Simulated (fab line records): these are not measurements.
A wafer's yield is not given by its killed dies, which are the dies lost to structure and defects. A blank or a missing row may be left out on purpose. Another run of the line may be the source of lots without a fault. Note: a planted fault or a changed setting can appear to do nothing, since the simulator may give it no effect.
fab line records	flow n5-finfet
[record] lots = 24	wafers = 72	last-day = 17
route steps=1938 shown WELL_APT@45 PMOS_HMC_CHANNEL_EPI@82 FIN_SAQP@94
lots untouched by any fault: they come from a run of this same line in which no faults occurred
start-h: hours from the record's first day to the start of the lot's first wafer shown	wait-h: how many hours have passed since the lot's step before this one	" identical to the entry in the row above	L1.1+2: several wafers, shown together as one row	- value missing, or start not given	* or withheld: withheld	< > ~ a bound
route shown NAME@n: a module of which the file shows steps, and the number in the route of the first	usual: mean and standard deviation over wafers with no fault	same: alike in all rows	chamber/n: place in a boat	sites: each site's reading	_std_site: their standard deviation	_edge_site: the outer-site mean with the inner-site mean subtracted	radius-mm: how far each site lies from the wafer's centre	mask NAME#n: copy n	behind: the most recent tool/chamber to have shaped the wafer	hold: reason for holding the lot/hours on hold/outcome of the hold	device: names the non-switching transistor (n, p or np)	end of line: the tests these same wafers got at the end of their route	where a step has no rows: the recipe by itself	killed: count of dies lost to structure and defects at first sort (not the wafer's yield)	map: shows each die of a wafer: x if killed, . if not, _ if none is there
set.NAME: the setting that was run; set.NAME@STEP: the one run at that earlier step	model.NAME: the simulator's own value behind a step, which no gauge read
one table for each step of the route and one row for each wafer, over a sample of lots
services: a tool's chamber out of use, with start hour (start-h, from the record's first day; less than 0 if before it), hours out, and reason
[[steps]]
[step N5_WELL_APT_INSPECT_27]
[recipe] mode = adi	inspect-instrument = macro
[usual] raw-defect-count = 2.2/1.3
lot.wafer	tool	chamber	start-h	wait-h	raw-defect-count
L074.2	defect-inspect-01	-	14.91	0.0	4
L074.5	"	-	"	"	1
L074.6	"	-	"	"	0
L075.3	defect-inspect-01	-	20.87	0.0	1
L075.4	"	-	"	"	4
L075.5	"	-	"	"	1
L076.2	defect-inspect-02	-	27.13	0.0	2
L076.4	"	-	"	"	2
L076.6	"	-	"	"	3
L077.1	defect-inspect-02	-	32.74	0.0	4
L077.3	"	-	"	"	3
L077.5	"	-	"	"	1
L078.1	defect-inspect-02	-	39.14	0.0	2
L078.3	"	-	"	"	2
L078.6	"	-	"	"	4
L079.1	defect-inspect-01	-	44.75	0.0	1
L079.4	"	-	"	"	2
L079.6	"	-	"	"	1
L080.1	defect-inspect-01	-	50.96	0.0	2
L080.3	"	-	"	"	4
L080.6	"	-	"	"	1
L081.1	defect-inspect-02	-	56.87	0.0	3
L081.4	"	-	"	"	1
L081.6	"	-	"	"	0
L082.1	defect-inspect-01	-	63.00	0.0	1
L082.4	"	-	"	"	3
L082.6	"	-	"	"	2
L083.1	defect-inspect-02	-	68.87	0.0	2
L083.2	"	-	"	"	2
L083.4	"	-	"	"	2
L084.3	defect-inspect-02	-	75.18	0.0	1
L084.5	"	-	"	"	0
L084.6	"	-	"	"	2
L085.2	defect-inspect-02	-	80.99	0.0	1
L085.4	"	-	"	"	2
L085.6	"	-	"	"	1
L086.1	defect-inspect-02	-	87.36	0.0	2
L086.2	"	-	"	"	3
L086.4	"	-	"	"	2
L087.2	defect-inspect-02	-	93.14	0.0	4
L087.5	"	-	"	"	1
L087.6	"	-	"	"	2
L088.2	defect-inspect-02	-	98.86	0.0	2
L088.3	"	-	"	"	2
L088.5	"	-	"	"	2
L089.2	defect-inspect-01	-	105.08	0.0	2
L089.3	"	-	"	"	1
L089.6	"	-	"	"	1
L090.1	defect-inspect-02	-	111.62	0.0	1
L090.3	"	-	"	"	5
L090.6	"	-	"	"	2
L091.4	defect-inspect-01	-	117.05	0.0	0
L091.5	"	-	"	"	3
L091.6	"	-	"	"	2
L092.1	defect-inspect-02	-	123.13	0.0	1
L092.4	"	-	"	"	3
L092.6	"	-	"	"	2
L093.1	defect-inspect-02	-	129.12	0.0	3
L093.4	"	-	"	"	1
L093.5	"	-	"	"	1
L094.2	defect-inspect-01	-	134.88	0.0	1
L094.3	"	-	"	"	2
L094.4	"	-	"	"	3
L095.1	defect-inspect-02	-	140.90	0.0	1
L095.3	"	-	"	"	2
L095.4	"	-	"	"	3
L096.2	defect-inspect-02	-	147.08	0.0	5
L096.3	"	-	"	"	3
L096.6	"	-	"	"	1
L097.1	defect-inspect-02	-	152.86	0.0	3
L097.4	"	-	"	"	5
L097.5	"	-	"	"	3
[step N5_PMOS_HMC_CHANNEL_EPI_THK_MEAS_22]
[recipe] reads = SiGe30_of_PMOS_HMC_CHANNEL_EPI_EPI_20
[usual] HMC_CMP_THK = 53.9/0.51
lot.wafer	tool	chamber	start-h	wait-h	HMC_CMP_THK[nm]
L074.2	film-metro-02	-	19.40	-	53.2
L074.5	"	-	"	"	53.9
L074.6	"	-	"	"	53.4
L075.3	film-metro-02	-	25.80	-	54.4
L075.4	"	-	"	"	53.6
L075.5	"	-	"	"	54.2
L076.2	film-metro-02	-	31.60	-	54.0
L076.4	"	-	"	"	54.0
L076.6	"	-	"	"	54.4
L077.1	film-metro-01	-	37.97	-	54.1
L077.3	"	-	"	"	53.4
L077.5	"	-	"	"	53.4
L078.1	film-metro-02	-	45.03	-	53.5
L078.3	"	-	"	"	53.4
L078.6	"	-	"	"	53.0
L079.1	film-metro-02	-	50.56	-	54.2
L079.4	"	-	"	"	54.5
L079.6	"	-	"	"	54.4
L080.1	film-metro-02	-	55.50	-	54.0
L080.3	"	-	"	"	53.3
L080.6	"	-	"	"	53.1
L081.1	film-metro-01	-	62.02	-	53.8
L081.4	"	-	"	"	53.5
L081.6	"	-	"	"	53.9
L082.1	film-metro-02	-	68.21	-	54.4
L082.4	"	-	"	"	54.4
L082.6	"	-	"	"	54.2
L083.1	film-metro-02	-	73.84	-	54.3
L083.2	"	-	"	"	53.5
L083.4	"	-	"	"	54.0
L084.3	film-metro-01	-	79.94	-	53.5
L084.5	"	-	"	"	53.7
L084.6	"	-	"	"	53.8
L085.2	film-metro-01	-	86.82	-	53.4
L085.4	"	-	"	"	53.1
L085.6	"	-	"	"	53.2
L086.1	film-metro-02	-	92.77	-	54.2
L086.2	"	-	"	"	54.2
L086.4	"	-	"	"	54.6
L087.2	film-metro-02	-	98.23	-	53.5
L087.5	"	-	"	"	53.4
L087.6	"	-	"	"	53.8
L088.2	film-metro-02	-	104.59	-	53.8
L088.3	"	-	"	"	53.9
L088.5	"	-	"	"	54.2
L089.2	film-metro-01	-	110.06	-	53.4
L089.3	"	-	"	"	53.5
L089.6	"	-	"	"	53.6
L090.1	film-metro-02	-	116.30	-	53.7
L090.3	"	-	"	"	53.8
L090.6	"	-	"	"	53.4
L091.4	film-metro-02	-	121.50	-	53.9
L091.5	"	-	"	"	53.6
L091.6	"	-	"	"	53.8
L092.1	film-metro-02	-	128.52	-	53.4
L092.4	"	-	"	"	53.4
L092.6	"	-	"	"	53.6
L093.1	film-metro-01	-	134.11	-	53.7
L093.4	"	-	"	"	53.0
L093.5	"	-	"	"	53.2
L094.2	film-metro-02	-	140.31	-	53.4
L094.3	"	-	"	"	53.6
L094.4	"	-	"	"	53.9
L095.1	film-metro-01	-	145.97	-	54.1
L095.3	"	-	"	"	55.6
L095.4	"	-	"	"	54.9
L096.2	film-metro-02	-	151.53	-	54.9
L096.3	"	-	"	"	54.2
L096.6	"	-	"	"	54.6
L097.1	film-metro-02	-	157.45	-	53.9
L097.4	"	-	"	"	54.7
L097.5	"	-	"	"	54.0
[step N5_FIN_SAQP_ALD_61]
[recipe] material = SiO2	target-thk-a = 40	temp-c = 300	ald-precursor-family = BDEAS	ald-co-reactant = O2-plasma	pulse-time-s = 1	purge-time-s = 2	co-reactant-purge-time-s = 2	ald-cycles = 43	pressure-torr = 2
[usual] chamber-pressure-Torr = 2.000/0.0042	heater-power-w = 449/50	precursor-pulse-height-rel = 0.999/0.02
[same] ald-cycles = 43
lot.wafer	tool	chamber	start-h	wait-h	chamber-pressure-Torr	heater-power-w	precursor-pulse-height-rel	since-wet-clean-h
L074.2	ald-sin-03	0	20.10	0.0	2.006	521	0.958	117
L074.5	"	0	"	"	1.997	498	1.005	-
L074.6	"	3	"	"	2.004	391	1.013	-
L075.3	ald-sin-02	1	26.40	0.0	2.001	428	1.001	216
L075.4	"	2	"	"	1.992	506	1.010	216
L075.5	"	1	"	"	1.993	435	0.998	-
L076.2	ald-sin-04	0	32.26	0.1	2.004	503	0.976	24
L076.4	"	3	"	"	1.993	377	0.993	24
L076.6	"	3	"	"	1.997	374	0.996	-
L077.1	ald-sin-03	1	38.68	0.0	1.998	445	0.985	136
L077.3	"	3	"	"	2.001	383	0.981	136
L077.5	"	3	"	"	1.999	390	0.987	-
L078.1	ald-sin-02	3	45.74	0.0	1.992	462	1.028	235
L078.3	"	1	"	"	2.008	424	1.008	235
L078.6	"	2	"	"	1.999	497	0.998	-
L079.1	ald-sin-03	2	51.18	0.0	2.000	357	1.015	149
L079.4	"	1	"	"	2.003	453	0.998	149
L079.6	"	3	"	"	2.000	388	1.006	-
L080.1	ald-sin-02	0	56.21	0.0	1.997	493	1.018	245
L080.3	"	2	"	"	2.004	504	1.019	245
L080.6	"	1	"	"	1.999	432	0.966	-
L081.1	ald-sin-02	1	62.72	0.0	1.998	428	0.994	252
L081.4	"	2	"	"	2.001	490	0.966	252
L081.6	"	2	"	"	2.001	488	1.025	-
L082.1	ald-sin-02	1	69.38	0.5	2.002	421	0.997	259
L082.4	"	0	"	"	2.000	500	0.988	259
L082.6	"	2	"	"	2.001	497	0.983	-
L083.1	ald-sin-04	0	74.44	0.0	2.000	505	0.997	66
L083.2	"	1	"	"	1.998	452	1.057	66
L083.4	"	3	"	"	2.004	370	0.976	66
L084.3	ald-sin-04	1	80.70	0.0	1.999	450	0.965	73
L084.5	"	1	"	"	2.002	454	1.002	-
L084.6	"	2	"	"	2.007	414	1.011	-
L085.2	ald-sin-02	2	87.67	0.0	1.997	493	0.977	277
L085.4	"	1	"	"	2.010	428	0.979	-
L085.6	"	2	"	"	2.001	499	0.988	-
L086.1	ald-sin-04	3	94.37	1.0	2.003	367	1.033	86
L086.2	"	2	"	"	2.006	413	0.978	86
L086.4	"	0	"	"	1.999	500	1.023	-
L087.2	ald-sin-02	1	100.28	1.2	1.993	425	0.983	290
L087.5	"	0	"	"	2.008	498	1.023	-
L087.6	"	3	"	"	1.998	466	0.994	-
L088.2	ald-sin-03	1	105.67	0.4	2.004	446	0.966	203
L088.3	"	0	"	"	1.997	522	1.010	203
L088.5	"	2	"	"	2.005	363	1.005	-
L089.2	ald-sin-02	0	110.66	0.0	1.996	504	1.009	300
L089.3	"	3	"	"	1.995	465	0.981	300
L089.6	"	1	"	"	2.000	432	0.999	-
L090.1	ald-sin-03	3	117.64	0.7	2.000	388	0.961	215
L090.3	"	2	"	"	2.001	361	1.039	215
L090.6	"	0	"	"	2.004	525	0.969	-
L091.4	ald-sin-04	0	122.10	0.0	1.998	505	0.991	114
L091.5	"	2	"	"	2.002	422	1.015	-
L091.6	"	1	"	"	2.003	453	0.967	-
L092.1	ald-sin-03	3	129.70	0.5	2.002	384	0.992	227
L092.4	"	0	"	"	2.003	503	0.997	227
L092.6	"	1	"	"	1.994	455	1.034	-
L093.1	ald-sin-02	2	134.84	0.0	1.998	500	0.957	324
L093.4	"	3	"	"	2.007	470	1.011	324
L093.5	"	3	"	"	1.999	458	1.016	-
L094.2	ald-sin-04	3	141.03	0.2	2.006	372	0.997	133
L094.3	"	2	"	"	2.004	420	0.983	133
L094.4	"	1	"	"	1.997	443	0.994	133
L095.1	ald-sin-02	1	146.58	0.0	1.997	427	1.048	336
L095.3	"	0	"	"	1.998	508	1.002	336
L095.4	"	3	"	"	2.002	468	1.008	336
L096.2	ald-sin-03	1	152.14	0.0	2.000	459	1.009	250
L096.3	"	0	"	"	2.003	522	0.981	250
L096.6	"	1	"	"	2.000	446	1.003	-
L097.1	ald-sin-02	0	158.66	0.5	2.002	494	0.986	348
L097.4	"	2	"	"	1.998	501	0.965	348
L097.5	"	2	"	"	1.999	494	0.986	-
[step N5_FIN_SAQP_HM_DEP_72]
[recipe] material = SiO2	target-thk-a = 120	temp-c = 400	precursor = SiH4/N2O	pressure-torr = 0.75	rf-w = 275	time-s = 7.2
[usual] chamber-pressure-Torr = 0.7500/0.0016	heater-power-w = 769/120	showerhead-plenum-p-Torr = 8.10/0.16
lot.wafer	tool	chamber	start-h	wait-h	chamber-pressure-Torr	heater-power-w	showerhead-plenum-p-Torr	since-wet-clean-h
L074.2	pecvd-02	2	20.99	0.0	0.7495	729	7.97	1994
L074.5	"	1	"	"	0.7492	794	7.93	-
L074.6	"	2	"	"	0.7513	738	7.96	-
L075.3	pecvd-03	0	27.33	0.0	0.7511	699	8.36	1094
L075.4	"	0	"	"	0.7513	715	8.38	-
L075.5	"	1	"	"	0.7490	749	8.35	-
L076.2	pecvd-04	1	33.03	0.0	0.7498	1051	8.25	1462
L076.4	"	1	"	"	0.7506	1026	8.23	-
L076.6	"	1	"	"	0.7501	1039	8.22	-
L077.1	pecvd-02	1	39.57	0.0	0.7513	807	7.92	1287
L077.3	"	2	"	"	0.7492	733	7.94	2012
L077.5	"	0	"	"	0.7512	646	8.04	-
L078.1	pecvd-03	0	46.56	0.0	0.7507	676	8.42	1113
L078.3	"	2	"	"	0.7494	876	8.07	303
L078.6	"	2	"	"	0.7524	876	8.08	-
L079.1	pecvd-04	0	51.96	0.0	0.7512	690	8.09	756
L079.4	"	1	"	"	0.7512	930	8.25	-
L079.6	"	1	"	"	0.7500	943	8.24	-
L080.1	pecvd-02	1	56.97	0.0	0.7508	811	7.95	1305
L080.3	"	0	"	"	0.7504	674	8.00	580
L080.6	"	1	"	"	0.7488	821	7.93	-
L081.1	pecvd-03	1	63.50	0.0	0.7472	732	8.35	1855
L081.4	"	0	"	"	0.7455	657	8.41	-
L081.6	"	1	"	"	0.7478	688	8.34	-
L082.1	pecvd-02	2	70.15	0.0	0.7518	664	7.95	2043
L082.4	"	2	"	"	0.7524	711	7.95	-
L082.6	"	2	"	"	0.7511	693	7.97	-
L083.1	pecvd-03	1	75.33	0.0	0.7521	721	8.34	1867
L083.2	"	0	"	"	0.7495	743	8.36	1142
L083.4	"	0	"	"	0.7489	733	8.36	-
L084.3	pecvd-04	0	81.73	0.0	0.7487	701	8.12	786
L084.5	"	1	"	"	0.7502	1036	8.25	-
L084.6	"	2	"	"	0.7509	951	8.21	-
L085.2	pecvd-04	2	88.69	0.0	0.7506	922	8.21	23
L085.4	"	2	"	"	0.7514	921	8.22	-
L085.6	"	1	"	"	0.7513	945	8.25	-
L086.1	pecvd-03	1	95.12	0.0	0.7520	689	8.36	1887
L086.2	"	2	"	"	0.7470	875	8.06	352
L086.4	"	2	"	"	0.7479	912	8.07	-
L087.2	pecvd-04	2	101.04	0.0	0.7497	808	8.23	36
L087.5	"	2	"	"	0.7471	817	8.23	-
L087.6	"	1	"	"	0.7502	997	8.25	-
L088.2	pecvd-02	1	106.54	0.0	0.7530	763	7.94	1354
L088.3	"	2	"	"	0.7479	640	7.96	2079
L088.5	"	0	"	"	0.7505	677	8.01	-
L089.2	pecvd-02	0	111.45	0.0	0.7474	573	8.00	634
L089.3	"	1	"	"	0.7484	774	7.94	1359
L089.6	"	2	"	"	0.7495	736	7.95	-
L090.1	pecvd-02	0	118.42	0.0	0.7495	663	8.00	641
L090.3	"	1	"	"	0.7530	834	7.97	1366
L090.6	"	0	"	"	0.7538	671	8.02	-
L091.4	pecvd-02	1	122.93	0.1	0.7504	799	7.93	-
L091.5	"	0	"	"	0.7487	666	8.00	-
L091.6	"	2	"	"	0.7497	729	7.96	-
L092.1	pecvd-02	0	130.46	0.0	0.7503	669	8.00	653
L092.4	"	2	"	"	0.7500	733	7.95	-
L092.6	"	1	"	"	0.7500	827	7.94	-
L093.1	pecvd-02	0	135.60	0.0	0.7489	613	8.03	658
L093.4	"	2	"	"	0.7512	687	7.95	-
L093.5	"	0	"	"	0.7472	615	8.01	-
L094.2	pecvd-04	0	141.95	0.0	0.7528	767	8.09	846
L094.3	"	2	"	"	0.7501	908	8.22	76
L094.4	"	0	"	"	0.7514	773	8.07	-
L095.1	pecvd-03	0	147.33	0.0	0.7509	703	8.37	1214
L095.3	"	1	"	"	0.7497	687	8.35	1939
L095.4	"	1	"	"	0.7510	686	8.35	-
L096.2	pecvd-02	0	152.94	0.0	0.7497	641	8.01	676
L096.3	"	2	"	"	0.7499	631	7.97	2126
L096.6	"	1	"	"	0.7485	731	7.92	-
L097.1	pecvd-02	0	159.41	0.0	0.7497	699	8.03	682
L097.4	"	0	"	"	0.7510	687	8.00	-
L097.5	"	2	"	"	0.7515	685	7.94	-
[step N5_FIN_SAQP_DESCUM_21]
[recipe] chemistry = O2	time-s = 7.9	source-power-w = 50	bias-power-w = 20	pressure-mtorr = 20	rf-frequency-hz = 2.712e+07	temp-c = 40	resist = CAR-ArF	o2-flow-sccm = 225
[usual] drypump-motor-current-A = 5.8/0.53	oes-product-au = 0.79/0.091	rf-vpp-V = 243.4/1.4	showerhead-plenum-p-Torr = 2.10/0.068	throttle-valve-pct = 20.47/0.24
lot.wafer	tool	chamber	start-h	wait-h	drypump-motor-current-A	oes-product-au	rf-hours-counter-h	rf-vpp-V	showerhead-plenum-p-Torr	throttle-valve-pct
L074.2	rie-diel-06	0	21.53	0.0	6.8	0.86	57	240.9	2.03	19.95
L074.5	"	2	"	"	5.9	0.78	-	240.9	2.03	20.18
L074.6	"	3	"	"	4.9	0.89	-	243.6	2.13	20.43
L075.3	rie-diel-04	1	27.88	0.0	6.0	0.69	215	242.8	2.07	20.58
L075.4	"	2	"	"	5.9	0.95	-	244.2	2.06	20.40
L075.5	"	0	"	"	6.5	0.71	-	243.4	2.09	20.58
L076.2	rie-diel-02	1	33.48	0.0	5.5	0.74	162	242.5	2.18	20.58
L076.4	"	0	"	"	5.2	0.67	235	241.6	2.07	20.25
L076.6	"	0	"	"	5.2	0.67	-	243.3	2.07	20.28
L077.1	rie-diel-04	0	40.11	0.0	6.5	0.71	198	241.3	2.09	20.61
L077.3	"	3	"	"	6.0	0.99	1	245.6	2.24	20.24
L077.5	"	1	"	"	6.0	0.69	-	241.9	2.07	20.60
L078.1	rie-diel-02	1	47.16	0.1	5.5	0.73	166	244.2	2.18	20.60
L078.3	"	2	"	"	6.5	0.87	50	244.3	2.12	20.45
L078.6	"	2	"	"	6.4	0.88	-	244.1	2.12	20.46
L079.1	rie-diel-04	0	52.63	0.1	6.5	0.71	203	242.8	2.08	20.60
L079.4	"	3	"	"	6.0	0.94	6	243.5	2.24	20.24
L079.6	"	1	"	"	5.9	0.68	-	242.7	2.06	20.60
L080.1	rie-diel-02	2	57.52	0.0	6.5	0.87	53	244.8	2.12	20.45
L080.3	"	0	"	"	5.2	0.66	242	241.8	2.06	20.26
L080.6	"	1	"	"	5.5	0.73	-	243.3	2.18	20.58
L081.1	rie-diel-04	2	63.94	0.1	5.8	0.92	21	243.9	2.05	20.43
L081.4	"	1	"	"	6.0	0.69	229	244.9	2.06	20.63
L081.6	"	0	"	"	6.5	0.70	-	242.1	2.08	20.60
L082.1	rie-diel-04	0	70.72	0.0	6.5	0.70	208	242.4	2.08	20.60
L082.4	"	2	"	"	5.9	0.90	23	242.1	2.05	20.43
L082.6	"	1	"	"	5.9	0.68	-	242.6	2.06	20.63
L083.1	rie-diel-06	2	75.89	0.1	5.9	0.75	122	243.7	2.02	20.20
L083.2	"	0	"	"	6.8	0.82	77	242.3	2.02	19.98
L083.4	"	3	"	"	4.9	0.86	55	242.9	2.12	20.46
L084.3	rie-diel-04	2	82.15	0.0	5.8	0.90	26	242.7	2.05	20.43
L084.5	"	3	"	"	6.0	0.93	-	246.2	2.23	20.25
L084.6	"	2	"	"	5.9	0.90	-	242.5	2.05	20.45
L085.2	rie-diel-02	3	89.56	0.4	5.1	0.69	191	243.8	2.07	20.84
L085.4	"	3	"	"	5.1	0.69	-	243.4	2.07	20.84
L085.6	"	1	"	"	5.5	0.74	-	243.5	2.17	20.59
L086.1	rie-diel-06	0	95.59	0.1	6.8	0.82	84	243.2	2.02	20.00
L086.2	"	3	"	"	4.9	0.84	62	244.6	2.12	20.44
L086.4	"	1	"	"	5.7	0.77	111	245.3	2.20	20.81
L087.2	rie-diel-04	1	101.69	0.1	6.0	0.68	241	242.4	2.06	20.64
L087.5	"	3	"	"	6.0	0.91	-	246.2	2.23	20.27
L087.6	"	1	"	"	5.9	0.68	-	241.9	2.06	20.63
L088.2	rie-diel-06	0	107.45	0.4	6.9	0.81	88	241.7	2.02	20.01
L088.3	"	2	"	"	5.9	0.74	133	241.9	2.01	20.24
L088.5	"	2	"	"	5.9	0.75	-	242.2	2.01	20.23
L089.2	rie-diel-02	0	111.99	0.0	5.2	0.96	4	242.7	2.06	19.94
L089.3	"	1	"	"	5.5	0.72	189	244.5	2.17	20.62
L089.6	"	0	"	"	5.3	0.97	-	242.7	2.06	19.94
L090.1	rie-diel-02	1	118.96	0.0	5.5	0.71	191	244.5	2.17	20.61
L090.3	"	3	"	"	5.1	0.69	204	245.6	2.07	20.86
L090.6	"	1	"	"	5.5	0.72	-	244.2	2.17	20.62
L091.4	rie-diel-04	3	124.17	0.7	6.0	0.88	-	244.0	2.23	20.28
L091.5	"	2	"	"	5.8	0.87	-	243.1	2.04	20.47
L091.6	"	0	"	"	6.5	0.70	-	243.3	2.08	20.63
L092.1	rie-diel-04	0	131.00	0.0	6.5	0.68	230	242.8	2.07	20.64
L092.4	"	2	"	"	5.8	0.86	49	242.1	2.04	20.46
L092.6	"	3	"	"	6.0	0.88	-	244.4	2.23	20.30
L093.1	rie-diel-06	3	136.02	0.0	4.9	0.82	75	242.7	2.11	20.47
L093.4	"	1	"	"	5.7	0.76	124	244.3	2.20	20.80
L093.5	"	2	"	"	5.9	0.74	-	242.6	2.01	20.24
L094.2	rie-diel-04	2	142.37	0.0	5.8	0.84	53	241.6	2.04	20.47
L094.3	"	1	"	"	5.9	0.67	249	243.5	2.06	20.64
L094.4	"	0	"	"	6.5	0.69	234	243.5	2.07	20.64
L095.1	rie-diel-06	3	148.42	0.6	4.9	0.83	79	243.9	2.11	20.47
L095.3	"	2	"	"	5.9	0.73	146	243.0	2.01	20.24
L095.4	"	1	"	"	5.7	0.75	129	245.2	2.20	20.81
L096.2	rie-diel-04	3	153.36	0.0	6.0	0.86	47	244.8	2.22	20.30
L096.3	"	2	"	"	5.9	0.85	58	243.7	2.04	20.47
L096.6	"	2	"	"	5.9	0.85	-	242.9	2.04	20.46
L097.1	rie-diel-06	3	159.95	0.0	4.9	0.82	84	242.1	2.11	20.49
L097.4	"	3	"	"	4.9	0.81	-	244.1	2.11	20.47
L097.5	"	2	"	"	5.9	0.73	-	241.9	2.01	20.23
[step N5_FIN_SAQP_OCD_MEAS_76]
[usual] trench-depth-nm = 119.4/1.2
lot.wafer	tool	chamber	start-h	wait-h	trench-depth-nm
L074.2	ocd-02	-	26.60	0.0	118.0
L074.5	"	-	"	"	120.0
L074.6	"	-	"	"	118.3
L075.3	ocd-02	-	32.22	0.0	118.8
L075.4	"	-	"	"	119.7
L075.5	"	-	"	"	117.0
L076.2	ocd-01	-	37.62	0.0	120.0
L076.4	"	-	"	"	119.7
L076.6	"	-	"	"	121.9
L077.1	ocd-02	-	45.02	0.0	117.3
L077.3	"	-	"	"	119.3
L077.5	"	-	"	"	117.8
L078.1	ocd-01	-	51.81	0.0	120.9
L078.3	"	-	"	"	120.1
L078.6	"	-	"	"	120.7
L079.1	ocd-01	-	58.00	0.0	121.3
L079.4	"	-	"	"	119.7
L079.6	"	-	"	"	120.5
L080.1	ocd-02	-	61.87	0.0	120.6
L080.3	"	-	"	"	119.9
L080.6	"	-	"	"	122.4
L081.1	ocd-02	-	68.22	0.0	117.3
L081.4	"	-	"	"	118.8
L081.6	"	-	"	"	116.6
L082.1	ocd-01	-	75.09	0.0	118.6
L082.4	"	-	"	"	117.6
L082.6	"	-	"	"	118.5
L083.1	ocd-02	-	80.04	0.0	121.0
L083.2	"	-	"	"	119.3
L083.4	"	-	"	"	120.5
L084.3	ocd-01	-	86.69	0.0	120.7
L084.5	"	-	"	"	119.8
L084.6	"	-	"	"	119.1
L085.2	ocd-01	-	95.15	0.0	117.9
L085.4	"	-	"	"	119.1
L085.6	"	-	"	"	120.2
L086.1	ocd-01	-	101.37	0.0	120.4
L086.2	"	-	"	"	120.1
L086.4	"	-	"	"	119.2
L087.2	ocd-02	-	106.10	0.0	120.6
L087.5	"	-	"	"	118.8
L087.6	"	-	"	"	119.7
L088.2	ocd-01	-	112.11	0.0	119.4
L088.3	"	-	"	"	120.3
L088.5	"	-	"	"	119.4
L089.2	ocd-01	-	116.15	0.0	119.0
L089.3	"	-	"	"	119.1
L089.6	"	-	"	"	117.9
L090.1	ocd-02	-	123.57	0.0	116.8
L090.3	"	-	"	"	119.3
L090.6	"	-	"	"	116.9
L091.4	ocd-02	-	128.61	0.0	119.6
L091.5	"	-	"	"	119.2
L091.6	"	-	"	"	119.6
L092.1	ocd-02	-	135.21	0.0	119.0
L092.4	"	-	"	"	117.7
L092.6	"	-	"	"	119.7
L093.1	ocd-02	-	140.47	0.0	120.5
L093.4	"	-	"	"	119.7
L093.5	"	-	"	"	120.1
L094.2	ocd-02	-	147.30	0.0	118.1
L094.3	"	-	"	"	118.9
L094.4	"	-	"	"	118.5
L095.1	ocd-01	-	152.80	0.0	119.5
L095.3	"	-	"	"	119.5
L095.4	"	-	"	"	117.9
L096.2	ocd-01	-	158.12	0.0	119.3
L096.3	"	-	"	"	117.4
L096.6	"	-	"	"	119.0
L097.1	ocd-02	-	164.17	0.0	119.3
L097.4	"	-	"	"	119.8
L097.5	"	-	"	"	119.2
[[services]]
tool	chamber	start-h	hours	kind
pecvd-02	-	2.80	6.0	pm
ald-sin-04	2	7.56	1.4	repair
rie-diel-06	-	9.71	1.2	repair
rie-diel-04	3	13.06	-	clean
rie-diel-04	3	13.06	-	consumable-replace:focus-ring
rie-diel-04	3	13.06	-	consumable-replace:showerhead
rie-diel-04	3	13.06	22.3	scheduled-down
rie-diel-04	3	13.06	22.3	vent-cycle
rie-diel-02	1	15.34	7.3	repair
pecvd-04	-	34.40	0.8	repair
ald-sin-02	0	35.67	2.5	repair
pecvd-03	2	71.91	20.2	repair
ald-sin-02	2	72.87	-	calibration
pecvd-02	1	79.00	5.5	scheduled-down
pecvd-03	0	83.67	12.7	repair
ald-sin-02	3	85.14	14.9	repair
ald-sin-04	1	90.16	5.2	repair
rie-diel-04	0	96.47	9.4	repair
rie-diel-04	1	108.49	18.2	repair
pecvd-04	-	133.61	0.5	repair
ald-sin-04	-	139.20	1.7	repair
rie-diel-04	1	151.30	-	clean
rie-diel-04	1	151.30	-	consumable-replace:focus-ring
rie-diel-06	2	154.30	2.7	repair
[[key]]
fault none
